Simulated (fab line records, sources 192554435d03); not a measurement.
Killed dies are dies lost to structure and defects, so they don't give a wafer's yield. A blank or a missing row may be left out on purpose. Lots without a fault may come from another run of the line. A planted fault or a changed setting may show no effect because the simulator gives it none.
fab line records | flow n5_finfet
record lots=10 wafers=26 last_day=17
route steps=1938 shown SPACER0@258 SD_EPI_N@272 SD_EPI_P@305 SD_ACTIVATION@334 BEOL_M4@1111 PASSIVATION@1936
lots that met no fault: from a run of the same line without faults
start_h: hours from the record's first day to the start of the lot's first wafer shown | wait_h: hours since the lot's step before | " the same as in the row above | L1.1+2: a row that stands for several wafers | - no value, or no start given | * or withheld: withheld | < > ~ a bound
route shown NAME@n: a module of which the file shows steps, and the number in the route of the first | usual: mean/standard deviation of fault-free wafers | same: alike in all rows | chamber/n: place in a boat | sites: the reading at each site | _std_site: their standard deviation | _edge_site: outer sites' mean less inner sites' | radius_mm: how far each site lies from the wafer's centre | mask NAME#n: copy n | behind: the tool/chamber that last shaped the wafer | hold: why the lot was held/for how many hours/how that ended | device: the transistor (n, p or np) that didn't switch | end of line: the same wafers' tests at the end of the route | a step without rows: its recipe alone | killed: dies lost to structure and defects at the first sort, not the wafer's yield | map: a wafer's dies, x killed, . not, _ none there
set.NAME: the setting as run; set.NAME@STEP: as run at that earlier step | model.NAME: the simulator's own value behind a step, which no gauge read
steps of the route over a sample of lots; a table a step, a row a wafer
services: from which hour (start_h, from the record's first day; less than 0 if before it) a tool's chamber was out of use, for how many hours, and why
## steps
# step N5_SPACER0_ALD_07
# recipe material=SiNx target_thk_a=20 temp_c=400 ald_precursor_family=SiH2I2 ald_co_reactant=N2/H2-plasma pressure_torr=2
# usual chamber_pressure_Torr=1.999/0.0043 heater_power_w=860/93
# columns lot.wafer tool chamber start_h wait_h chamber_pressure_Torr heater_power_w
L896.4 ald_sin-03 3 55.46 0.0 1.998 863
L896.6 " 3 " " 1.997 900
L897.2 ald_sin-04 0 61.14 0.0 2.001 772
L897.5 " 1 " " 1.998 703
L900.2 ald_sin-04 1 78.64 0.0 1.999 722
L900.3 " 2 " " 2.003 887
L900.6 " 2 " " 1.997 883
L901.2 ald_sin-04 1 83.13 0.0 2.008 716
L901.3 " 3 " " 1.996 874
L901.6 " 1 " " 2.007 727
L909.5 ald_sin-02 3 144.41 0.1 1.999 878
L909.6 " 2 " " 2.001 1013
L910.3 ald_sin-02 3 148.37 0.1 1.995 848
L910.4 " 0 " " 1.999 905
L910.6 " 1 " " 1.991 789
L913.1 ald_sin-04 2 160.30 0.0 1.990 902
L913.4 " 3 " " 1.999 877
L913.6 " 2 " " 1.998 891
L914.1 ald_sin-04 2 161.78 0.0 1.997 872
L914.3 " 3 " " 2.003 869
L914.4 " 3 " " 1.999 866
L915.2 ald_sin-02 2 168.15 0.0 1.994 1036
L915.3 " 1 " " 1.998 759
L915.5 " 2 " " 2.004 1021
L918.2 ald_sin-02 2 188.79 1.5 1.997 1036
L918.5 " 2 " " 2.000 1042
# step N5_SD_EPI_N_INSPECT_11
# recipe mode=adi inspect_instrument=macro
# usual raw_defect_count=2.1/1.4
# columns lot.wafer tool chamber start_h wait_h raw_defect_count
L896.4 defect_inspect-02 - 56.48 0.0 1
L896.6 " - " " 2
L897.2 defect_inspect-02 - 62.03 0.0 3
L897.5 " - " " 3
L900.2 defect_inspect-01 - 79.66 0.0 4
L900.3 " - " " 4
L900.6 " - " " 3
L901.2 defect_inspect-01 - 84.02 0.0 3
L901.3 " - " " 4
L901.6 " - " " 2
L909.5 defect_inspect-02 - 145.36 0.0 2
L909.6 " - " " 2
L910.3 defect_inspect-02 - 149.39 0.0 2
L910.4 " - " " 0
L910.6 " - " " 2
L913.1 defect_inspect-02 - 161.32 0.0 3
L913.4 " - " " 3
L913.6 " - " " 4
L914.1 defect_inspect-02 - 162.80 0.0 1
L914.3 " - " " 3
L914.4 " - " " 3
L915.2 defect_inspect-02 - 169.17 0.0 5
L915.3 " - " " 2
L915.5 " - " " 3
L918.2 defect_inspect-01 - 189.81 0.0 1
L918.5 " - " " 4
# step N5_SD_EPI_N_STRIP_38
# recipe chemistry=N2/H2 power_w=1000 temp_c=250 h2_frac=0.65 overash_fraction=0.3 pressure_mtorr=withheld n2_flow_sccm=1750 h2_flow_sccm=3250
# usual drypump_motor_current_A=6.0/0.41 h2_flow_sccm=3250/9.4 heater_power_w=336/23 oes_product_au=0.761/0.01
# columns lot.wafer tool chamber start_h wait_h drypump_motor_current_A h2_flow_sccm heater_power_w oes_product_au rf_hours_counter_h
L896.4 plasma_asher-01 1 57.45 0.1 5.3 3257 307 0.781 -
L896.6 " 0 " " 6.3 3250 316 0.754 -
L897.2 plasma_asher-01 1 62.85 0.1 5.4 3251 296 0.795 32
L897.5 " 0 " " 6.2 3240 324 0.762 -
L900.2 plasma_asher-02 0 80.54 0.1 6.4 3240 346 0.764 90
L900.3 " 0 " " 6.4 3255 346 0.759 -
L900.6 " 0 " " 6.4 3248 340 0.773 -
L901.2 plasma_asher-02 1 84.84 0.1 5.7 3234 359 0.757 91
L901.3 " 0 " " 6.4 3251 344 0.769 -
L901.6 " 1 " " 5.7 3247 359 0.768 -
L909.5 plasma_asher-01 1 146.21 0.1 5.3 3236 305 0.750 -
L909.6 " 0 " " 6.3 3240 312 0.758 -
L910.3 plasma_asher-02 1 150.22 0.1 5.7 3253 363 0.783 -
L910.4 " 0 " " 6.4 3263 344 0.766 -
L910.6 " 0 " " 6.4 3253 350 0.775 -
L913.1 plasma_asher-01 0 162.23 0.1 6.2 3254 316 0.745 50
L913.4 " 0 " " 6.2 3258 306 0.759 -
L913.6 " 0 " " 6.2 3256 319 0.783 -
L914.1 plasma_asher-01 0 163.61 0.1 6.3 3236 315 0.749 50
L914.3 " 0 " " 6.3 3241 316 0.754 -
L914.4 " 1 " " 5.4 3247 311 0.752 -
L915.2 plasma_asher-01 1 169.98 0.1 5.4 3256 304 0.762 52
L915.3 " 1 " " 5.4 3266 306 0.764 -
L915.5 " 0 " " 6.3 3255 325 0.756 -
L918.2 plasma_asher-02 0 190.63 0.1 6.5 3249 349 0.762 111
L918.5 " 0 " " 6.4 3256 350 0.772 -
# step N5_SD_EPI_N_EPI_21
# recipe material=Si:P dopant=P temp_c=680 pressure_torr=255 time_s=690
# usual chamber_pressure_Torr=255.0/0.52
# same epi_growth_time_s=690
# columns lot.wafer tool chamber start_h wait_h chamber_pressure_Torr
L896.4 epi_rpcvd-04 0 59.16 0.9 255.1
L896.6 " 0 " " 254.7
L897.2 epi_rpcvd-03 0 64.16 0.4 254.8
L897.5 " 0 " " 254.9
L900.2 epi_rpcvd-03 0 81.71 0.4 255.1
L900.3 " 0 " " 254.8
L900.6 " 0 " " 254.4
L901.2 epi_rpcvd-04 0 86.01 0.4 256.0
L901.3 " 0 " " 255.4
L901.6 " 0 " " 255.4
L909.5 epi_rpcvd-02 0 148.19 1.1 254.7
L909.6 " 0 " " 254.7
L910.3 epi_rpcvd-04 0 151.65 0.7 255.7
L910.4 " 0 " " 254.7
L910.6 " 0 " " 254.8
L913.1 epi_rpcvd-03 0 163.12 0.1 255.6
L913.4 " 0 " " 255.3
L913.6 " 0 " " 256.3
L914.1 epi_rpcvd-04 0 164.68 0.2 254.1
L914.3 " 0 " " 254.8
L914.4 " 0 " " 254.3
L915.2 epi_rpcvd-03 0 171.43 0.5 255.2
L915.3 " 0 " " 254.9
L915.5 " 0 " " 254.7
L918.2 epi_rpcvd-03 0 192.07 0.5 254.7
L918.5 " 0 193.19 1.5 254.6
# step N5_SD_EPI_N_INSPECT_26
# recipe inspect_instrument=darkfield mode=post_epi
# usual raw_defect_count=214/39
# columns lot.wafer tool chamber start_h wait_h raw_defect_count
L896.4 defect_inspect-02 - 60.59 0.1 274
L896.6 " - " " 221
L897.2 defect_inspect-01 - 66.15 0.1 213
L897.5 " - " " 189
L900.2 defect_inspect-01 - 83.81 0.1 175
L900.3 " - " " 176
L900.6 " - " " 180
L901.2 defect_inspect-01 - 88.41 0.1 261
L901.3 " - " " 172
L901.6 " - " " 211
L909.5 defect_inspect-02 - 149.44 0.0 182
L909.6 " - " " 221
L910.3 defect_inspect-01 - 153.65 0.1 900
L910.4 " - " " 862
L910.6 " - " " 884
L913.1 defect_inspect-02 - 166.32 0.1 218
L913.4 " - " " 170
L913.6 " - " " 186
L914.1 defect_inspect-02 - 167.54 0.1 875
L914.3 " - " " 863
L914.4 " - " " 912
L915.2 defect_inspect-01 - 173.93 0.1 209
L915.3 " - " " 155
L915.5 " - " " 175
L918.2 defect_inspect-02 - 194.96 0.1 212
L918.5 " - " " 226
# step N5_SD_EPI_P_INSPECT_11
# recipe mode=adi inspect_instrument=macro
# usual raw_defect_count=2.2/1.5
# columns lot.wafer tool chamber start_h wait_h raw_defect_count
L896.4 defect_inspect-01 - 61.59 0.0 3
L896.6 " - " " 1
L897.2 defect_inspect-01 - 66.61 0.0 2
L897.5 " - " " 1
L900.2 defect_inspect-02 - 84.26 0.0 3
L900.3 " - " " 2
L900.6 " - " " 1
L901.2 defect_inspect-01 - 88.86 0.0 4
L901.3 " - " " 2
L901.6 " - " " 2
L909.5 defect_inspect-01 - 149.77 0.0 0
L909.6 " - " " 1
L910.3 defect_inspect-01 - 154.10 0.0 >300
L910.4 " - " " >300
L910.6 " - " " >300
L913.1 defect_inspect-01 - 166.66 0.0 3
L913.4 " - " " 6
L913.6 " - " " 0
L914.1 defect_inspect-01 - 168.00 0.0 >300
L914.3 " - " " >300
L914.4 " - " " >300
L915.2 defect_inspect-02 - 174.38 0.0 3
L915.3 " - " " 1
L915.5 " - " " 6
L918.2 defect_inspect-02 - 195.29 0.0 6
L918.5 " - " " 3
# step N5_SD_EPI_P_INSPECT_26
# recipe inspect_instrument=darkfield mode=post_epi
# usual raw_defect_count=184/36
# columns lot.wafer tool chamber start_h wait_h raw_defect_count
L896.4 defect_inspect-01 - 65.34 0.0 200
L896.6 " - " " 239
L897.2 defect_inspect-01 - 70.70 0.0 126
L897.5 " - " " 153
L900.2 defect_inspect-01 - 88.02 0.0 168
L900.3 " - " " 182
L900.6 " - " " 174
L901.2 defect_inspect-01 - 93.45 0.0 241
L901.3 " - " " 150
L901.6 " - " " 227
L909.5 defect_inspect-02 - 154.36 0.0 147
L909.6 " - " " 182
L910.3 defect_inspect-02 - 158.98 0.0 865
L910.4 " - " " 833
L910.6 " - " " 848
L913.1 defect_inspect-01 - 170.63 0.0 197
L913.4 " - " " 172
L913.6 " - " " 179
L914.1 defect_inspect-01 - 172.59 0.0 893
L914.3 " - " " 846
L914.4 " - " " 875
L915.2 defect_inspect-02 - 178.98 0.0 166
L915.3 " - " " 132
L915.5 " - " " 129
L918.2 defect_inspect-02 - 199.97 0.0 166
L918.5 " - " " 186
# step N5_SD_ACTIVATION_INSPECT_02
# recipe inspect_instrument=darkfield mode=post_anneal
# usual raw_defect_count=182/37
# columns lot.wafer tool chamber start_h wait_h raw_defect_count
L896.4 defect_inspect-02 - 66.47 0.1 200
L896.6 " - " " 245
L897.2 defect_inspect-02 - 71.45 0.1 129
L897.5 " - " " 141
L900.2 defect_inspect-01 - 88.77 0.1 159
L900.3 " - " " 177
L900.6 " - " " 171
L901.2 defect_inspect-01 - 94.30 0.1 229
L901.3 " - " " 169
L901.6 " - " " 229
L909.5 defect_inspect-01 - 155.11 0.1 145
L909.6 " - " " 170
L910.3 defect_inspect-01 - 159.75 0.1 855
L910.4 " - " " 837
L910.6 " - " " 854
L913.1 defect_inspect-02 - 171.38 0.2 173
L913.4 " - " " 168
L913.6 " - " " 186
L914.1 defect_inspect-02 - 173.36 0.2 884
L914.3 " - " " 818
L914.4 " - " " 880
L915.2 defect_inspect-01 - 179.73 0.1 167
L915.3 " - " " 130
L915.5 " - " " 127
L918.2 defect_inspect-02 - 200.93 0.2 167
L918.5 " - " " 175
# step N5_BEOL_M4_RC_MEAS_101
# usual DIBL_N=36.0/2 DIBL_P=35.9/2.5 IOFF_N=0.16/0.038 IOFF_P=0.21/0.04 ION_N=675/14 ION_P=462/9.4 SS_N=71.5/0.75 SS_P=73.2/0.74 VT_N=250/3.9 VT_P=-251/3.2
# columns lot.wafer tool chamber start_h wait_h DIBL_N[mV/V] DIBL_P[mV/V] IOFF_N[nA/um] IOFF_P[nA/um] ION_N[uA/um] ION_P[uA/um] SS_N[mV/dec] SS_P[mV/dec] VT_N[mV] VT_P[mV]
L896.4 prober-01 0 164.16 0.5 35.2 35.1 0.17 0.22 691 472 70.9 73.1 244 -245
L896.6 " 0 " " 36.8 35.2 0.21 0.22 694 466 71.7 73.5 242 -246
L897.2 prober-01 0 178.60 0.2 40.0 37.8 0.23 0.28 690 468 72.1 74.2 242 -246
L897.5 " 0 " " 32.6 30.3 0.12 0.18 679 474 69.8 72.2 249 -251
L900.2 prober-02 0 192.72 0.2 36.9 37.7 0.20 0.25 705 478 71.5 73.2 244 -246
L900.3 " 0 " " 37.0 39.5 0.18 0.28 681 474 71.4 74.4 249 -249
L900.6 " 0 " " 37.0 38.4 0.18 0.26 692 479 71.2 73.7 247 -248
L901.2 prober-02 0 200.00 0.2 32.5 32.2 0.11 0.16 679 473 69.6 71.7 256 -251
L901.3 " 0 " " 35.9 35.1 0.15 0.19 676 460 70.2 73.4 251 -251
L901.6 " 0 " " 35.7 35.0 0.15 0.18 675 464 70.1 72.7 251 -249
L910.3 prober-01 0 268.25 0.3 38.6 39.3 0.22 0.24 685 466 72.4 73.3 248 -251
L910.4 " 0 " " 38.6 39.2 0.21 0.26 683 472 72.2 73.0 248 -248
L910.6 " 0 " " 35.6 36.2 0.17 0.20 696 474 71.3 72.3 248 -249
L909.5 prober-02 0 268.78 0.6 35.2 36.0 0.17 0.22 695 472 71.0 73.5 248 -248
L909.6 " 0 " " 32.2 30.1 0.10 0.13 655 448 70.8 71.6 257 -258
L913.1 prober-02 0 272.75 0.0 33.8 34.0 0.11 0.18 664 460 70.7 72.6 254 -251
L913.4 " 0 " " 41.3 42.8 0.28 0.35 705 482 72.3 74.6 240 -243
L913.6 " 0 " " 34.4 34.7 0.13 0.19 673 464 70.6 72.5 252 -252
L914.1 prober-01 0 273.67 0.0 34.5 33.4 0.14 0.20 666 462 70.7 72.9 250 -249
L914.3 " 0 " " 33.9 30.5 0.13 0.16 653 444 70.8 72.2 252 -256
L914.4 " 0 " " 39.8 39.0 0.27 0.30 696 469 72.6 73.9 241 -244
L915.2 prober-01 0 276.71 0.2 36.8 37.8 0.16 0.21 685 465 71.4 73.6 250 -248
L915.3 " 0 " " 31.9 32.6 0.09 0.15 660 463 70.5 71.4 258 -256
L915.5 " 0 " " 35.9 36.6 0.15 0.20 676 468 71.2 72.9 251 -251
L918.2 prober-01 0 311.46 0.2 38.3 37.2 0.19 0.21 689 465 72.3 74.2 249 -253
L918.5 " 0 " " 39.1 37.9 0.21 0.22 679 454 73.5 73.3 246 -250
# step N5_PASSIVATION_PROBE_49
# usual defect_limited_yield=91.3/1.5 killed_at_M0_to_M3=33/12 killed_at_M4_up=15/5.2 killed_at_contacts=12/5.1 killed_at_front_end=39/11 killed_at_other=5/3.6 killed_dies=103/18 killed_on_rim=14/4.3 killed_open=67/13 killed_short=33/7.8 sort_bin_5_function=5.1/0.96 sort_bin_6_memory=3.2/0.71 sort_bin_8_speed=0.01/0.063 sort_n_pass=1077/18 sort_yield_pct=91.3/1.5
# same gross_dies=1180 killed_at_back_side=0 sort_bin_4_leakage[%]=0
# columns lot.wafer tool chamber start_h wait_h defect_limited_yield[%] killed_at_M0_to_M3 killed_at_M4_up killed_at_contacts killed_at_front_end killed_at_other killed_dies killed_on_rim killed_open killed_short sort_bin_5_function[%] sort_bin_6_memory[%] sort_bin_8_speed[%] sort_n_pass sort_yield_pct[%]
L896.4 prober-02 - 254.26 0.2 90.4 32 19 6 49 7 113 15 73 38 6.3 2.9 0 1067 90.4
L896.6 prober-02 - 254.36 0.3 88.9 51 18 14 45 3 131 18 93 38 6.1 4.9 0 1049 88.9
L897.2 prober-01 - 278.74 0.1 92.8 12 17 20 35 1 85 10 54 23 4.1 2.3 0 1095 92.8
L897.5 prober-01 - 278.89 0.2 92.3 28 15 18 26 4 91 17 69 20 3.4 4.1 0 1089 92.3
L900.2 prober-01 - 286.51 0.1 89.1 46 16 10 45 12 129 13 73 56 6.2 4.2 0 1051 89.1
L900.3 prober-01 - 286.56 0.1 89.3 50 12 17 43 4 126 18 98 28 5.7 4.6 0 1054 89.3
L900.6 prober-01 - 286.71 0.3 91.7 37 14 7 34 6 98 6 63 35 4.9 3.2 0 1082 91.7
L901.2 prober-02 - 297.90 0.1 92.3 18 14 11 37 11 91 11 68 22 5.2 2.5 0 1089 92.3
L901.3 prober-02 - 297.95 0.1 89.3 49 21 19 31 6 126 22 97 29 6.7 3.6 0 1054 89.3
L901.6 prober-02 - 298.10 0.3 91.8 19 15 18 28 17 97 16 57 40 4.8 3.1 0 1083 91.8
L909.5 prober-02 - 364.71 0.2 89.6 32 8 13 66 4 123 10 74 41 6.2 3.1 0 1057 89.6
L909.6 prober-02 - 364.76 0.3 88.2 38 19 9 73 0 139 14 100 38 7.0 4.5 0 1041 88.2
L910.3 prober-02 - 366.23 0.1 84.8 35 25 9 108 2 179 30 63 28 10.3 3.0 0 1001 84.8
L910.4 prober-02 - 366.28 0.2 86.1 49 8 7 96 4 164 30 51 29 9.1 2.9 0 1016 86.1
L910.6 prober-02 - 366.38 0.3 83.0 42 11 19 128 1 201 36 77 37 10.3 3.6 0 979 83.0
L914.1 prober-01 - 379.17 0.0 83.1 29 11 15 140 4 199 40 59 36 8.8 3.7 0 981 83.1
L914.3 prober-01 - 379.27 0.1 84.4 29 17 14 121 3 184 26 75 27 9.5 3.7 0.68 988 83.7
L914.4 prober-01 - 379.32 0.2 86.7 20 10 8 112 7 157 33 60 20 8.1 3.0 0 1023 86.7
L915.2 prober-02 - 379.38 0.1 89.8 41 21 15 41 2 120 26 70 35 5.3 3.7 0 1060 89.8
L915.3 prober-02 - 379.43 0.1 92.2 23 18 14 36 1 92 16 59 24 4.0 3.0 0 1088 92.2
L915.5 prober-02 - 379.53 0.2 90.8 21 21 15 48 3 108 7 70 29 5.2 3.1 0 1072 90.8
L913.1 prober-01 - 383.32 0.1 92.3 33 13 8 35 2 91 15 57 28 4.3 2.6 0 1089 92.3
L913.4 prober-01 - 383.47 0.2 90.3 43 15 7 47 2 114 12 68 46 5.2 3.9 0 1066 90.3
L913.6 prober-01 - 383.57 0.3 92.1 35 20 5 32 1 93 12 65 27 4.9 2.8 0 1087 92.1
L918.2 prober-02 - 415.98 0.1 92.0 26 13 17 31 7 94 10 63 30 4.3 3.4 0 1086 92.0
L918.5 prober-02 - 416.13 0.2 88.8 53 14 18 46 1 132 14 97 34 6.9 3.8 0 1048 88.8
# killed by level:class
L896.4 FIN_SAQP:geometric_particle:open=19 FIN_SAQP:geometric_particle:short=18 BEOL_M5:geometric_particle:open=9 BEOL_M2:geometric_particle:open=7 BEOL_M3:geometric_particle:open=6 MOL_CONTACT_COAG:geometric_particle:open=5 BEOL_M1:geometric_particle:open=5 STI_FIN_REVEAL:geometric_particle:open=4
L896.6 FIN_SAQP:geometric_particle:open=14 BEOL_M0_SAQP:geometric_particle:open=14 BEOL_M2:geometric_particle:open=13 MOL_CONTACT_COAG:geometric_particle:open=10 BEOL_M3:geometric_particle:open=10 BEOL_M0_SAQP:geometric_particle:short=9 FIN_SAQP:geometric_particle:short=8 BEOL_M5:geometric_particle:open=8
L897.2 MOL_CONTACT_COAG:geometric_particle:open=14 BEOL_M4:geometric_particle:open=8 HKMG_FIN:area_etch=8 STI_FIN_REVEAL:geometric_particle:open=6 MOL_CONTACT_COAG:geometric_particle:short=6 FIN_SAQP:geometric_particle:open=5 GATE_CUT:geometric_particle:open=5 BEOL_M0_SAQP:geometric_particle:short=4
L897.5 MOL_CONTACT_COAG:geometric_particle:open=16 STI_FIN_REVEAL:geometric_particle:open=9 BEOL_M2:geometric_particle:open=9 BEOL_M3:geometric_particle:short=5 FIN_SAQP:geometric_particle:open=4 STI_FIN_REVEAL:geometric_particle:short=4 BEOL_M3:geometric_particle:open=4 BEOL_M4:geometric_particle:open=4
L900.2 BEOL_M0_SAQP:geometric_particle:short=14 GATE_CUT:geometric_particle:short=11 BEOL_M0_SAQP:geometric_particle:open=10 GATE_CUT:geometric_particle:open=9 MOL_CONTACT_COAG:geometric_particle:open=7 STI_FIN_REVEAL:geometric_particle:open=6 BEOL_M2:geometric_particle:open=6 BEOL_M3:geometric_particle:open=6
L900.3 MOL_CONTACT_COAG:geometric_particle:open=16 STI_FIN_REVEAL:geometric_particle:open=15 BEOL_M2:geometric_particle:open=15 BEOL_M1:geometric_particle:open=10 FIN_SAQP:geometric_particle:open=8 BEOL_M3:geometric_particle:open=6 BEOL_M0_SAQP:geometric_particle:open=5 STI_FIN_REVEAL:geometric_particle:short=4
L900.6 BEOL_M0_SAQP:geometric_particle:short=9 STI_FIN_REVEAL:geometric_particle:open=8 MOL_CONTACT_COAG:geometric_particle:open=7 FIN_SAQP:geometric_particle:open=6 BEOL_M1:geometric_particle:open=6 BEOL_M2:geometric_particle:open=6 BEOL_M3:geometric_particle:short=6 FIN_SAQP:geometric_particle:short=5
L901.2 MOL_CONTACT_COAG:geometric_particle:open=11 STI_FIN_REVEAL:geometric_particle:open=10 BEOL_M4:geometric_particle:open=6 BEOL_M5:geometric_particle:open=5 STARTING-WAFER:geometric_particle:open=5 BEOL_M1:geometric_particle:open=4 ILD0:geometric_particle:open=4 GATE_CUT:geometric_particle:short=4
L901.3 MOL_CONTACT_COAG:geometric_particle:open=17 BEOL_M1:geometric_particle:open=17 BEOL_M4:geometric_particle:open=13 BEOL_M3:geometric_particle:open=10 GATE_CUT:geometric_particle:short=7 FIN_SAQP:geometric_particle:open=6 GATE_CUT:geometric_particle:open=6 BEOL_M2:geometric_particle:open=6
L901.6 MOL_CONTACT_COAG:geometric_particle:open=10 MOL_CONTACT_COAG:geometric_particle:short=8 BEOL_M4:geometric_particle:open=7 FIN_SAQP:geometric_particle:open=6 BEOL_M3:geometric_particle:open=6 PASS1_CAP:geometric_particle:open=5 FIN_SAQP:geometric_particle:short=4 BEOL_M0_SAQP:geometric_particle:short=4
L909.5 FIN_SAQP:geometric_particle:open=18 STI_FIN_REVEAL:geometric_particle:open=14 FIN_SAQP:geometric_particle:short=13 MOL_CONTACT_COAG:geometric_particle:open=12 BEOL_M0_SAQP:geometric_particle:short=9 BEOL_M3:geometric_particle:open=9 HKMG_FIN:area_etch=8 BEOL_M0_SAQP:geometric_particle:open=7
L909.6 STI_FIN_REVEAL:geometric_particle:open=24 BEOL_M3:geometric_particle:open=16 BEOL_M4:geometric_particle:open=12 FIN_SAQP:geometric_particle:short=9 FIN_SAQP:geometric_particle:open=9 STI_FIN_REVEAL:geometric_particle:short=8 MOL_CONTACT_COAG:geometric_particle:open=8 BEOL_M0_SAQP:geometric_particle:open=8
L910.3 SD_EPI_N:unspecified=84 BEOL_M2:geometric_particle:open=10 BEOL_M3:geometric_particle:open=10 STI_FIN_REVEAL:geometric_particle:open=8 MOL_CONTACT_COAG:geometric_particle:open=8 GATE_CUT:geometric_particle:short=5 BEOL_M1:geometric_particle:open=5 BEOL_M4:geometric_particle:short=5
L910.4 SD_EPI_N:unspecified=83 BEOL_M3:geometric_particle:open=14 BEOL_M0_SAQP:geometric_particle:open=10 BEOL_M0_SAQP:geometric_particle:short=9 STI_FIN_REVEAL:geometric_particle:open=6 MOL_CONTACT_COAG:geometric_particle:open=4 BEOL_M1:geometric_particle:short=4 BEOL_M3:geometric_particle:short=4
L910.6 SD_EPI_N:unspecified=80 STI_FIN_REVEAL:geometric_particle:open=19 MOL_CONTACT_COAG:geometric_particle:open=15 BEOL_M3:geometric_particle:open=15 BEOL_M3:geometric_particle:short=8 BEOL_M0_SAQP:geometric_particle:open=6 HKMG_FIN:area_etch=6 BEOL_M0_SAQP:geometric_particle:short=5
L914.1 SD_EPI_N:unspecified=85 HKMG_FIN:area_etch=19 MOL_CONTACT_COAG:geometric_particle:open=10 STI_FIN_REVEAL:geometric_particle:open=9 BEOL_M0_SAQP:geometric_particle:short=8 FIN_SAQP:geometric_particle:short=6 BEOL_M0_SAQP:geometric_particle:open=6 GATE_CUT:geometric_particle:short=5
L914.3 SD_EPI_N:unspecified=82 BEOL_M2:geometric_particle:open=12 FIN_SAQP:geometric_particle:open=11 MOL_CONTACT_COAG:geometric_particle:open=9 STI_FIN_REVEAL:geometric_particle:open=8 BEOL_M4:geometric_particle:open=7 DUMMY_GATE:geometric_particle:open=5 MOL_CONTACT_COAG:geometric_particle:short=5
L914.4 SD_EPI_N:unspecified=77 STI_FIN_REVEAL:geometric_particle:open=9 MOL_CONTACT_COAG:geometric_particle:open=8 GATE_CUT:geometric_particle:open=7 BEOL_M0_SAQP:geometric_particle:short=6 FIN_SAQP:geometric_particle:open=5 BEOL_M1:geometric_particle:open=4 BEOL_M2:geometric_particle:open=4
L915.2 GATE_CUT:geometric_particle:short=9 MOL_CONTACT_COAG:geometric_particle:open=9 BEOL_M1:geometric_particle:open=9 HKMG_FIN:area_etch=8 BEOL_M0_SAQP:geometric_particle:open=7 BEOL_M3:geometric_particle:open=7 BEOL_M0_SAQP:geometric_particle:short=6 BEOL_M2:geometric_particle:open=6
L915.3 MOL_CONTACT_COAG:geometric_particle:open=13 HKMG_FIN:area_etch=9 BEOL_M4:geometric_particle:open=8 GATE_CUT:geometric_particle:short=7 BEOL_M0_SAQP:geometric_particle:open=7 GATE_CUT:geometric_particle:open=5 BEOL_M1:geometric_particle:open=4 BEOL_M3:geometric_particle:open=4
L915.5 MOL_CONTACT_COAG:geometric_particle:open=12 FIN_SAQP:geometric_particle:open=9 GATE_CUT:geometric_particle:short=9 HKMG_FIN:area_etch=8 BEOL_M4:geometric_particle:open=7 DUMMY_GATE:geometric_particle:open=5 BEOL_M1:geometric_particle:open=5 BEOL_M0_SAQP:geometric_particle:open=4
L913.1 STI_FIN_REVEAL:geometric_particle:open=10 BEOL_M0_SAQP:geometric_particle:short=8 MOL_CONTACT_COAG:geometric_particle:open=6 BEOL_M0_SAQP:geometric_particle:open=5 BEOL_M3:geometric_particle:open=5 BEOL_M2:geometric_particle:open=5 FIN_SAQP:geometric_particle:short=4 BEOL_M0:geometric_particle:open=4
L913.4 FIN_SAQP:geometric_particle:open=15 FIN_SAQP:geometric_particle:short=12 BEOL_M0_SAQP:geometric_particle:open=10 BEOL_M0_SAQP:geometric_particle:short=9 BEOL_M5:geometric_particle:open=8 BEOL_M3:geometric_particle:open=8 STI_FIN_REVEAL:geometric_particle:open=6 MOL_CONTACT_COAG:geometric_particle:short=5
L913.6 BEOL_M0_SAQP:geometric_particle:open=10 BEOL_M3:geometric_particle:open=10 FIN_SAQP:geometric_particle:open=9 FIN_SAQP:geometric_particle:short=9 BEOL_M4:geometric_particle:open=7 BEOL_M0_SAQP:geometric_particle:short=5 BEOL_M5:geometric_particle:open=5 STI_FIN_REVEAL:geometric_particle:open=4
L918.2 MOL_CONTACT_COAG:geometric_particle:open=15 FIN_SAQP:geometric_particle:short=9 FIN_SAQP:geometric_particle:open=8 STARTING-WAFER:geometric_particle:short=5 BEOL_M0_SAQP:geometric_particle:open=5 BEOL_M3:geometric_particle:open=5 BEOL_M0_SAQP:geometric_particle:short=4 BEOL_M1:geometric_particle:open=4
L918.5 BEOL_M0_SAQP:geometric_particle:open=21 FIN_SAQP:geometric_particle:open=18 MOL_CONTACT_COAG:geometric_particle:open=16 BEOL_M3:geometric_particle:open=12 BEOL_M0_SAQP:geometric_particle:short=8 FIN_SAQP:geometric_particle:short=6 STI_FIN_REVEAL:geometric_particle:open=6 DUMMY_GATE:geometric_particle:open=4
## services
# columns tool chamber start_h hours kind
plasma_asher-01 - 67.06 1.7 repair
ald_sin-02 2 76.14 7.5 repair
ald_sin-03 - 85.25 14.0 pm
ald_sin-03 0 85.25 14.0 vent_cycle
ald_sin-03 1 85.25 14.0 vent_cycle
ald_sin-03 2 85.25 14.0 vent_cycle
ald_sin-03 3 85.25 14.0 vent_cycle
epi_rpcvd-03 - 94.09 1.0 repair
ald_sin-03 0 99.25 - clean
ald_sin-03 1 99.25 - clean
ald_sin-03 2 99.25 - clean
ald_sin-03 3 99.25 - clean
plasma_asher-02 - 154.70 6.9 repair
ald_sin-03 - 161.72 6.1 pm
ald_sin-04 - 176.75 14.0 pm
ald_sin-04 0 176.75 14.0 vent_cycle
ald_sin-04 1 176.75 14.0 vent_cycle
ald_sin-04 2 176.75 14.0 vent_cycle
ald_sin-04 3 176.75 14.0 vent_cycle
epi_rpcvd-02 - 178.89 2.8 pm
ald_sin-04 0 190.75 - clean
ald_sin-04 1 190.75 - clean
ald_sin-04 2 190.75 - clean
ald_sin-04 3 190.75 - clean
## key
first_sign step=N5_SD_EPI_N_INSPECT_26 reading=raw_defect_count direction=up sigmas=17 usual=214 struck=883
effect step=N5_SD_EPI_P_INSPECT_11 reading=raw_defect_count direction=up sigmas=99+ usual=2.2 struck=>300
effect step=N5_SD_EPI_P_INSPECT_26 reading=raw_defect_count direction=up sigmas=19 usual=184 struck=860
effect step=N5_SD_ACTIVATION_INSPECT_02 reading=raw_defect_count direction=up sigmas=18 usual=182 struck=855
effect step=N5_PASSIVATION_PROBE_49 reading=killed_at_front_end direction=up sigmas=6.9 usual=39 struck=118
more_kills_born_at N5_SD_EPI_N_EPI_21@epi_rpcvd-04=491
met_at N5_SD_EPI_N_EPI_21
struck_lots L910,L914
baseline_loss step=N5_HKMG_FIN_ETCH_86 wafers=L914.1
not_acting_at N5_SPACER0_ALD_07,N5_SD_EPI_N_INSPECT_11,N5_SD_EPI_N_STRIP_38
onset_between 86.01 151.65
fault kind=chamber_particle_source tool=epi_rpcvd-04 chamber=- onset_h=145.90 steps=N5_SD_EPI_N_EPI_21 rate_per_visit_cm2=1.0761 end_h=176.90
# baseline_loss: these wafers lose ten dies or more at that step, a loss of the line's own and not of a fault; the sort's usual values leave them out
